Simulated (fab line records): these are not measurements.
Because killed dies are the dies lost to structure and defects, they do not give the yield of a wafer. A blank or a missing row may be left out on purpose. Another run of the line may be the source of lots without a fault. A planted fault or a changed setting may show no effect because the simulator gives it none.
fab line records	flow nandHarc
record lots=5	wafers=15	lastDay=33
route steps=1302 shown A_CHANNEL_HOLE_D2@593 A_CHANNEL_FILL_D2@610 END@1302
lots untouched by any fault: they come from a run of this same line in which no faults occurred
startH: the number of hours between the record's first day and the start of the first shown wafer of the lot	waitH: how many hours have passed since the lot's step before this one	" repeats the value in the row above	L1.1+2: a single row standing in for several wafers	- no value, or no start given	* or withheld: withheld	< > ~ a bound
route shown NAME@n: a module of which the file shows steps, and the number in the route of the first	usual: mean/standard deviation of fault-free wafers	same: alike in all rows	chamber/n: place in a boat	sites: per-site readings	_std_site: how widely they spread, as a standard deviation	_edge_site: mean of outer sites minus mean of inner sites	radiusMm: how far each site lies from the wafer's centre	mask NAME#n: copy n	behind: the last tool/chamber to shape the wafer	hold: cause of the lot's hold/its duration in hours/its outcome	device: the n, p or np transistor that did not switch	end of line: tests run on the same wafers once the route is complete	step lacking rows: just its recipe	killed: at the first sort, the dies lost to defects and structure; wafer yield is something else	map: shows each die of a wafer: x if killed, . if not, _ if none is there
set.NAME: the setting the step ran with; set.NAME@STEP: the setting that earlier step ran with	model.NAME: the simulator's own value behind a step, which no gauge read
lots at some steps of the route; a table a step, a row a wafer
services: a tool's chamber out of use, with start hour (startH, from the record's first day; less than 0 if before it), hours out, and reason
## steps
# step NHARC_A_CHANNEL_HOLE_D2_ETCH_21
# recipe biasV=3000	sourceW=withheld	pressureMtorr=20	timeS=514.3	arFlowSccm=375	c4f8FlowSccm=89.3	o2FlowSccm=35.7	tempC=-20	targetDepthA=16000	chemistry=C4F8/O2/Ar
# step NHARC_A_CHANNEL_HOLE_D2_ETCH_22
# recipe biasV=3000	sourceW=withheld	pressureMtorr=20	timeS=666.7	arFlowSccm=375	c4f8FlowSccm=89.3	o2FlowSccm=35.7	tempC=-20	targetDepthA=16000	chemistry=C4F8/O2/Ar
# usual c4f8FlowSccm=89.3/0.31	drypumpMotorCurrentA=6.0/0.58	showerheadPlenumPTorr=3.72/0.13	throttleValvePct=32.155/0.0089
lot.wafer	tool	chamber	startH	waitH	c4f8FlowSccm	drypumpMotorCurrentA	rfHoursCounterH	showerheadPlenumPTorr	throttleValvePct
L626.1	harEtch-02	1	335.87	0.7	89.6	6.2	378	3.56	32.163
L626.3	"	1	"	"	89.3	6.2	-	3.56	32.171
L626.5	"	1	"	"	89.4	6.2	-	3.56	32.163
L633.4	harEtch-01	0	414.31	0.4	89.2	5.8	-	3.66	32.163
L633.3	"	1	"	"	89.9	6.8	-	3.66	32.158
L633.6	"	1	"	"	89.4	6.8	-	3.66	32.161
L636.3	harEtch-01	1	439.04	0.4	89.2	6.8	-	3.65	32.161
L636.4	"	0	"	"	89.3	5.7	-	3.65	32.148
L636.5	"	1	"	"	89.6	6.8	-	3.65	32.154
L644.1	harEtch-02	1	515.17	0.4	89.8	6.2	62	3.90	32.149
L644.2	"	0	"	"	89.5	5.2	62	3.90	32.149
L644.5	"	1	"	"	89.4	6.2	-	3.90	32.148
L645.1	harEtch-01	1	517.61	0.4	89.4	6.8	296	3.62	32.147
L645.4	"	0	"	"	89.4	5.7	-	3.62	32.158
L645.6	"	0	"	"	89.7	5.8	-	3.62	32.161
# step NHARC_A_CHANNEL_HOLE_D2_ETCH_23
# recipe biasV=5000	sourceW=withheld	pressureMtorr=20	timeS=819	arFlowSccm=375	c4f8FlowSccm=89.3	o2FlowSccm=35.7	tempC=-20	targetDepthA=16000	chemistry=C4F8/O2/Ar
# step NHARC_A_CHANNEL_HOLE_D2_ETCH_24
# recipe biasV=5000	sourceW=withheld	pressureMtorr=20	timeS=906.2	arFlowSccm=375	c4f8FlowSccm=93.8	o2FlowSccm=31.2	tempC=-20	targetDepthA=15000	chemistry=C4F8/O2/Ar
# usual c4f8FlowSccm=93.78/0.28	drypumpMotorCurrentA=6.0/0.58	showerheadPlenumPTorr=3.71/0.13	throttleValvePct=32.236/0.0084
lot.wafer	tool	chamber	startH	waitH	c4f8FlowSccm	drypumpMotorCurrentA	rfHoursCounterH	showerheadPlenumPTorr	throttleValvePct
L626.1	harEtch-02	1	338.39	1.2	93.69	6.2	381	3.55	32.226
L626.3	"	1	"	"	93.86	6.2	-	3.55	32.243
L626.5	"	1	"	"	94.02	6.2	-	3.55	32.231
L633.4	harEtch-01	0	415.65	0.6	93.67	5.8	-	3.65	32.228
L633.3	"	1	"	"	93.80	6.8	-	3.65	32.240
L633.6	"	1	"	"	93.98	6.8	-	3.65	32.223
L636.3	harEtch-01	1	440.37	0.6	94.00	6.8	-	3.65	32.237
L636.4	"	0	"	"	94.04	5.7	-	3.65	32.231
L636.5	"	1	"	"	94.14	6.8	-	3.65	32.252
L644.1	harEtch-02	1	516.45	0.6	93.74	6.2	63	3.89	32.217
L644.2	"	0	"	"	93.86	5.2	63	3.89	32.231
L644.5	"	1	"	"	94.02	6.2	-	3.89	32.239
L645.1	harEtch-01	1	518.91	0.6	93.93	6.8	298	3.62	32.231
L645.4	"	0	"	"	93.91	5.7	-	3.62	32.228
L645.6	"	0	"	"	93.97	5.7	-	3.62	32.241
# step NHARC_A_CHANNEL_HOLE_D2_ETCH_25
# recipe biasV=5000	sourceW=withheld	pressureMtorr=20	timeS=1040.2	arFlowSccm=375	c4f8FlowSccm=93.8	o2FlowSccm=31.2	tempC=-20	targetDepthA=15000	chemistry=C4F8/O2/Ar
# step NHARC_A_CHANNEL_HOLE_D2_ETCH_26
# recipe biasV=300	sourceW=2000	pressureMtorr=30	timeS=224.1	arFlowSccm=375	c4f8FlowSccm=11.4	o2FlowSccm=113.6	tempC=-20	targetDepthA=3000	chemistry=C4F8/O2/Ar
# step NHARC_A_CHANNEL_HOLE_D2_ETCH_27
# recipe biasV=400	sourceW=2000	pressureMtorr=25	timeS=90	arFlowSccm=375	c4f8FlowSccm=41.7	o2FlowSccm=83.3	tempC=-20	targetDepthA=4000	chemistry=C4F8/O2/Ar
# step NHARC_A_CHANNEL_HOLE_D2_STRIP_41
# recipe n2FlowSccm=150	h2FlowSccm=150	arFlowSccm=0	biasW=0	chemistry=N2/H2
# step NHARC_A_CHANNEL_HOLE_D2_STRIP_42
# recipe cf4FlowSccm=100	chf3FlowSccm=30	arFlowSccm=0	biasW=0	chemistry=CF4/CHF3
# step NHARC_A_CHANNEL_HOLE_D2_STRIP_43
# recipe o2FlowSccm=400	cosFlowSccm=20	arFlowSccm=0	biasW=0	chemistry=O2/COS
# step NHARC_A_CHANNEL_HOLE_D2_ETCH_44
# recipe targetDepthA=1400	overetchA=140	timeS=77	ionEnergyEv=100	cf4FlowSccm=80	o2FlowSccm=20	arFlowSccm=0	rfW=300	biasW=100	chemistry=CF4/O2
# usual biasW=99.97/0.3	drypumpMotorCurrentA=5.8/0.35	oes_ar_750_au=1.001/0.0044	oes_f_703_au=1.000/0.0043	oes_o_777_au=1.000/0.0042	oesProductAu=1.001/0.0072	rfVppV=198.3/1.7	showerheadPlenumPTorr=1.36/0.068	throttleValvePct=13.397/0.0093
lot.wafer	tool	chamber	startH	waitH	biasW	drypumpMotorCurrentA	oes_ar_750_au	oes_f_703_au	oes_o_777_au	oesProductAu	rfHoursCounterH	rfVppV	showerheadPlenumPTorr	throttleValvePct
L626.1	rieDiel-12	0	343.09	0.1	100.01	6.0	0.999	0.997	0.998	0.994	3	200.9	1.43	13.395
L626.3	"	1	"	"	99.89	6.2	1.002	0.998	0.995	0.993	4	197.1	1.30	13.402
L626.5	"	0	"	"	99.65	6.0	0.999	1.002	0.998	1.000	-	200.4	1.43	13.384
L633.3	rieDiel-10	0	417.97	0.1	99.74	5.4	1.004	0.998	1.004	1.003	10	198.0	1.37	13.398
L633.4	"	3	"	"	100.03	5.5	0.999	1.004	0.999	1.005	11	196.0	1.28	13.378
L633.6	"	1	"	"	99.60	5.3	0.996	1.005	1.004	1.005	-	198.5	1.33	13.403
L636.4	rieDiel-12	0	442.71	0.1	100.01	6.0	0.999	1.004	1.005	1.004	10	200.5	1.43	13.410
L636.3	"	2	"	"	100.22	6.2	1.001	0.998	1.000	1.004	11	199.9	1.38	13.407
L636.5	"	0	"	"	99.46	6.0	0.997	1.003	0.994	0.997	-	199.5	1.43	13.420
L644.2	rieDiel-12	2	519.02	0.1	99.99	6.2	0.999	0.997	1.006	0.995	2	198.1	1.38	13.399
L644.1	"	0	"	"	99.96	6.0	0.995	1.001	1.005	0.999	2	200.5	1.43	13.392
L644.5	"	2	"	"	100.20	6.2	0.996	1.005	1.002	1.000	-	199.4	1.38	13.394
L645.1	rieDiel-06	1	521.40	0.1	100.18	5.2	1.003	1.007	0.995	0.992	2	199.9	1.43	13.399
L645.4	"	3	"	"	99.46	6.0	0.991	1.002	0.995	1.005	2	199.7	1.43	13.401
L645.6	"	0	"	"	99.54	5.4	0.994	0.998	1.006	0.995	-	199.8	1.40	13.399
# step NHARC_A_CHANNEL_HOLE_D2_STRIP_28
# recipe o2FlowSccm=500	arFlowSccm=0	biasW=0	chemistry=O2
# usual drypumpMotorCurrentA=5.8/0.34	oesProductAu=1.000/0.0064	rfVppV=57.9/0.8	showerheadPlenumPTorr=3.58/0.17	throttleValvePct=17.037/0.0093
# same biasW=0
lot.wafer	tool	chamber	startH	waitH	drypumpMotorCurrentA	oesProductAu	rfHoursCounterH	rfVppV	showerheadPlenumPTorr	throttleValvePct
L626.1	rieDiel-12	0	-	-	6.0	1.001	3	58.8	3.77	17.043
L626.3	"	1	"	"	6.2	0.981	4	56.6	3.43	17.038
L626.5	"	1	"	"	6.2	0.993	-	57.5	3.43	17.031
L633.3	rieDiel-10	1	-	-	5.3	0.989	10	57.2	3.51	17.042
L633.4	"	2	"	"	5.5	1.004	10	57.1	3.39	17.026
L633.6	"	0	"	"	5.4	1.000	-	58.9	3.61	17.038
L636.3	rieDiel-12	3	-	-	6.1	1.004	10	59.1	3.30	17.029
L636.4	"	2	"	"	6.2	1.003	11	58.2	3.64	17.036
L636.5	"	3	"	"	6.1	1.010	-	57.0	3.29	17.036
L644.1	rieDiel-12	2	-	-	6.2	0.996	2	58.6	3.64	17.036
L644.2	"	3	"	"	6.1	1.003	2	58.4	3.29	17.040
L644.5	"	2	"	"	6.2	0.998	-	58.3	3.64	17.038
L645.1	rieDiel-06	2	-	-	6.0	1.010	2	58.0	3.51	17.047
L645.4	"	3	"	"	6.0	1.008	2	60.1	3.78	17.023
L645.6	"	2	"	"	6.1	1.000	-	57.6	3.51	17.051
# step NHARC_A_CHANNEL_HOLE_D2_PRECLEAN_29
# recipe timeS=*	tempC=50	bathAgeMin=0	chemistry=SC1
lot.wafer	tool	chamber	startH	waitH
L626.1+5+3	wetBench-01	0,1,3	343.87	-
L633.6+3+4	wetBench-05	3,7,0	418.64	-
L636.3+5+4	wetBench-02	4,5,6	443.37	-
L644.2+1+5	wetBench-01	0,1,4	519.67	-
L645.4+6+1	wetBench-02	7,1,2	522.05	-
# step NHARC_A_CHANNEL_HOLE_D2_SRD_30
# step NHARC_A_CHANNEL_HOLE_D2_CD_MEAS_31
# usual cdNm=90.1/0.9
lot.wafer	tool	chamber	startH	waitH	cdNm
L626.1	cdSem-03	-	344.00	-	89.5
L626.3	"	-	"	"	90.5
L626.5	"	-	"	"	90.8
L633.3	cdSem-02	-	418.79	-	89.0
L633.4	"	-	"	"	90.2
L633.6	"	-	"	"	90.2
L636.3	cdSem-03	-	443.50	-	91.2
L636.4	"	-	"	"	90.3
L636.5	"	-	"	"	90.1
L644.1	cdSem-01	-	519.82	-	88.4
L644.2	"	-	"	"	89.2
L644.5	"	-	"	"	89.1
L645.1	cdSem-02	-	522.19	-	90.4
L645.4	"	-	"	"	90.9
L645.6	"	-	"	"	91.4
# step NHARC_A_CHANNEL_HOLE_D2_XSEM_32
# recipe landingEnergyEv=35000
# usual botCdNm=74.5/1.1	bowNm=8.64/0.29	tiltDeg=0.07/0.043
lot.wafer	tool	chamber	startH	waitH	botCdNm	bowNm	tiltDeg
L626.1	xsem-02	0	344.09	0.1	75.3	8.75	0.04
L626.3	"	0	"	"	76.2	8.64	0.04
L626.5	"	0	"	"	77.0	8.69	0.04
L633.3	xsem-01	0	418.88	0.1	73.8	8.82	0.14
L633.4	"	0	"	"	74.4	8.76	0.14
L633.6	"	0	"	"	74.9	8.76	0.14
L636.3	xsem-02	0	443.59	0.1	76.1	9.04	0.09
L636.4	"	0	"	"	74.0	9.04	0.09
L636.5	"	0	"	"	73.3	8.97	0.09
L644.1	xsem-02	0	519.91	0.1	73.9	8.84	0.12
L644.2	"	0	"	"	74.4	8.82	0.12
L644.5	"	0	"	"	73.4	8.79	0.12
L645.1	xsem-01	0	522.27	0.1	74.1	8.25	0.16
L645.4	"	0	"	"	75.7	8.17	0.16
L645.6	"	0	"	"	75.7	8.23	0.16
# step NHARC_A_CHANNEL_HOLE_D2_INSPECT_40
# usual rawDefectCount=269/69
lot.wafer	tool	chamber	startH	waitH	rawDefectCount
L626.1	defectInspect-02	-	344.19	-	269
L626.3	"	-	"	"	201
L626.5	"	-	"	"	252
L633.3	defectInspect-02	-	418.97	-	254
L633.4	"	-	"	"	431
L633.6	"	-	"	"	334
L636.3	defectInspect-02	-	443.69	-	333
L636.4	"	-	"	"	179
L636.5	"	-	"	"	261
L644.1	defectInspect-01	-	520.01	-	219
L644.2	"	-	"	"	193
L644.5	"	-	"	"	482
L645.1	defectInspect-01	-	522.37	-	198
L645.4	"	-	"	"	340
L645.6	"	-	"	"	336
# step NHARC_A_CHANNEL_FILL_D2_PRECLEAN_00
# recipe timeS=*	tempC=50	bathAgeMin=0	chemistry=SC1
# step NHARC_END_SORT_01
# recipe tempC=25
# usual killedAtArray=57/24	killedAtOther=0.7/0.94	killedAtPeriphery=3.8/2.5	killedDies=62/23	killedOpen=3.1/1.8	killedShort=2.5/1.6
# same grossDies=677
lot.wafer	tool	chamber	startH	waitH	killedAtArray	killedAtOther	killedAtPeriphery	killedDies	killedOpen	killedShort
L626.1	prober-02	0	603.49	2.5	77	2	4	83	4	4
L626.3	prober-02	0	605.05	3.1	84	3	8	95	5	1
L626.5	prober-02	0	606.61	3.6	76	1	3	80	5	0
L633.3	prober-01	0	696.15	3.1	76	1	4	81	5	0
L633.4	prober-01	0	696.96	3.4	52	1	3	56	2	1
L633.6	prober-01	0	698.58	4.0	75	0	1	76	5	4
L636.3	prober-02	0	706.14	3.1	70	0	6	76	3	5
L636.4	prober-02	0	706.95	3.4	74	0	6	80	1	3
L636.5	prober-02	0	707.76	3.7	69	0	9	78	6	4
L644.5	prober-01	0	779.08	3.7	118	1	5	124	2	3
L645.1	prober-02	0	783.65	2.5	54	0	2	56	3	2
L645.4	prober-02	0	786.07	3.4	96	0	4	100	0	7
L645.6	prober-02	0	787.67	4.0	73	0	1	74	1	2
# killed by level:class
L626.1 A_SLIT:chamberFilmFlake=38 A_CHANNEL_HOLE_D2:chamberFilmFlake=29 A_CHANNEL_FILL_D2:geometricParticle:short=2 A_CHANNEL_FILL_D1:chamberFilmFlake=2 THIN_TSV:chamberFilmFlake=2 P_GATE:geometricParticle:short=1 P_M1:geometricParticle:short=1 P_M2:geometricParticle:open=1
L626.3 A_SLIT:chamberFilmFlake=37 A_CHANNEL_HOLE_D2:chamberFilmFlake=36 P_STI:chamberFilmFlake=3 P_GATE:chamberFilmFlake=3 A_CHANNEL_HOLE_D1:chamberFilmFlake=2 A_BONDPAD:chamberFilmFlake=2 THIN_TSV:chamberFilmFlake=2 P_M0:geometricParticle:open=1
L626.5 A_CHANNEL_HOLE_D2:chamberFilmFlake=36 A_SLIT:chamberFilmFlake=32 A_CHANNEL_FILL_D1:geometricParticle:open=3 A_STAIRCASE:chamberFilmFlake=3 P_ZERO_WELL:chamberFilmFlake=2 P_CONTACT:geometricParticle:open=1 A_WL_FILL:geometricParticle:open=1 A_CHANNEL_FILL_D1:chamberFilmFlake=1
L633.3 A_CHANNEL_HOLE_D1:chamberFilmFlake=34 A_CHANNEL_HOLE_D2:chamberFilmFlake=25 A_CONTACT:chamberFilmFlake=6 A_STAIRCASE:chamberFilmFlake=3 A_CHANNEL_FILL_D2:geometricParticle:open=2 P_STI:chamberFilmFlake=2 A_ZERO_WELL:chamberFilmFlake=2 A_SLIT:chamberFilmFlake=2
L633.4 A_CHANNEL_HOLE_D1:chamberFilmFlake=24 A_CHANNEL_HOLE_D2:chamberFilmFlake=17 A_SLIT:chamberFilmFlake=3 A_STAIRCASE:chamberFilmFlake=2 A_CONTACT:chamberFilmFlake=2 P_GATE:geometricParticle:open=1 A_CHANNEL_HOLE_D2:geometricParticle:short=1 A_SGD_CUT:geometricParticle:open=1
L633.6 A_CHANNEL_HOLE_D1:chamberFilmFlake=36 A_CHANNEL_HOLE_D2:chamberFilmFlake=19 A_CONTACT:chamberFilmFlake=8 A_ONON_D1:geometricParticle:short=2 A_CHANNEL_FILL_D1:geometricParticle:open=2 A_CHANNEL_HOLE_D2:geometricParticle:short=1 A_CHANNEL_FILL_D2:geometricParticle:open=1 A_STAIRCASE:geometricParticle:open=1
L636.3 A_SLIT:chamberFilmFlake=27 A_CHANNEL_HOLE_D2:chamberFilmFlake=16 A_CHANNEL_HOLE_D1:chamberFilmFlake=7 A_CONTACT:chamberFilmFlake=6 A_ONON_D2:geometricParticle:short=3 A_STAIRCASE:chamberFilmFlake=3 P_GATE:chamberFilmFlake=3 P_M2:chamberFilmFlake=2
L636.4 A_SLIT:chamberFilmFlake=30 A_CHANNEL_HOLE_D2:chamberFilmFlake=17 A_CONTACT:chamberFilmFlake=7 A_CHANNEL_HOLE_D1:chamberFilmFlake=6 A_STAIRCASE:chamberFilmFlake=6 P_GATE:chamberFilmFlake=4 P_BONDPAD:chamberFilmFlake=2 A_SGD_CUT:chamberFilmFlake=2
L636.5 A_SLIT:chamberFilmFlake=26 A_CHANNEL_HOLE_D2:chamberFilmFlake=11 A_CHANNEL_HOLE_D1:chamberFilmFlake=9 A_CONTACT:chamberFilmFlake=9 P_GATE:chamberFilmFlake=3 A_CHANNEL_HOLE_D1:geometricParticle:open=2 P_M2:chamberFilmFlake=2 A_STAIRCASE:chamberFilmFlake=2
L644.5 A_CHANNEL_HOLE_D2:unspecified=67 A_SLIT:chamberFilmFlake=31 A_CONTACT:chamberFilmFlake=8 P_STI:chamberFilmFlake=5 A_CHANNEL_FILL_D2:chamberFilmFlake=2 A_STAIRCASE:chamberFilmFlake=2 A_CHANNEL_FILL_D1:geometricParticle:open=1 A_DECK1_JOINT:geometricParticle:short=1
L645.1 A_SLIT:chamberFilmFlake=22 A_CHANNEL_HOLE_D2:chamberFilmFlake=19 A_CHANNEL_HOLE_D1:chamberFilmFlake=4 A_CHANNEL_FILL_D2:chamberFilmFlake=2 A_STAIRCASE:chamberFilmFlake=2 P_CONTACT:geometricParticle:open=1 P_M0:geometricParticle:open=1 A_WL_FILL:geometricParticle:short=1
L645.4 A_CHANNEL_HOLE_D2:chamberFilmFlake=36 A_SLIT:chamberFilmFlake=28 A_CHANNEL_HOLE_D1:chamberFilmFlake=16 A_STAIRCASE:chamberFilmFlake=3 A_CHANNEL_FILL_D1:geometricParticle:short=2 P_STI:chamberFilmFlake=2 A_M1:chamberFilmFlake=2 P_CONTACT:geometricParticle:short=1
L645.6 A_SLIT:chamberFilmFlake=28 A_CHANNEL_HOLE_D2:chamberFilmFlake=18 A_CHANNEL_HOLE_D1:chamberFilmFlake=11 A_STAIRCASE:chamberFilmFlake=4 A_CHANNEL_FILL_D2:chamberFilmFlake=3 A_CONTACT:chamberFilmFlake=3 A_WL_FILL:geometricParticle:short=2 A_M1:chamberFilmFlake=2
## services
tool	chamber	startH	hours	kind
rieDiel-12	0	326.40	-	clean
rieDiel-12	1	326.40	-	clean
rieDiel-12	2	326.40	-	clean
rieDiel-12	3	326.40	-	clean
rieDiel-10	-	327.78	0.4	repair
rieDiel-06	3	331.37	10.3	repair
rieDiel-12	2	342.61	12.9	repair
rieDiel-12	0	350.90	-	clean
rieDiel-12	1	350.90	-	clean
rieDiel-12	3	350.90	-	clean
rieDiel-06	3	357.04	3.2	repair
xsem-01	-	374.00	14.0	pm
rieDiel-12	0	375.40	-	clean
rieDiel-12	1	375.40	-	clean
harEtch-02	-	377.43	17.0	pm
rieDiel-12	1	386.90	7.4	repair
rieDiel-10	-	419.67	9.0	pm
wetBench-02	-	420.04	8.0	pm
wetBench-05	-	436.80	8.0	pm
rieDiel-12	-	445.40	9.0	pm
wetBench-01	-	453.60	8.0	pm
wetBench-01	-	468.91	3.0	repair
rieDiel-06	-	484.30	9.0	pm
rieDiel-06	2	504.07	1.2	repair
## key
firstSign step=NHARC_A_CHANNEL_HOLE_D2_INSPECT_40	reading=rawDefectCount	direction=up	sigmas=3.1	usual=269	struck=482
effect step=NHARC_END_SORT_01	reading=killedDies	direction=up	sigmas=2.7	usual=62	struck=124
moreKillsBornAt NHARC_A_CHANNEL_HOLE_D2_PRECLEAN_29@wetBench-01=67
metAt NHARC_A_CHANNEL_HOLE_D2_PRECLEAN_29
struckWafers L644.5
testerLeftOut L644
fault kind=chamberParticleSource	tool=wetBench-01	chamber=4	onsetH=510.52	steps=NHARC_A_CHANNEL_HOLE_D2_PRECLEAN_29	ratePerVisitCm2=0.43338	endH=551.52
# testerLeftOut: of these lots the tester's yield and bins aren't shown, on N5 and GAA mostly nor the transistor test; their killed dies are dies lost to structure and defects alone, not to doping, threshold or leakage, so they don't give the yield
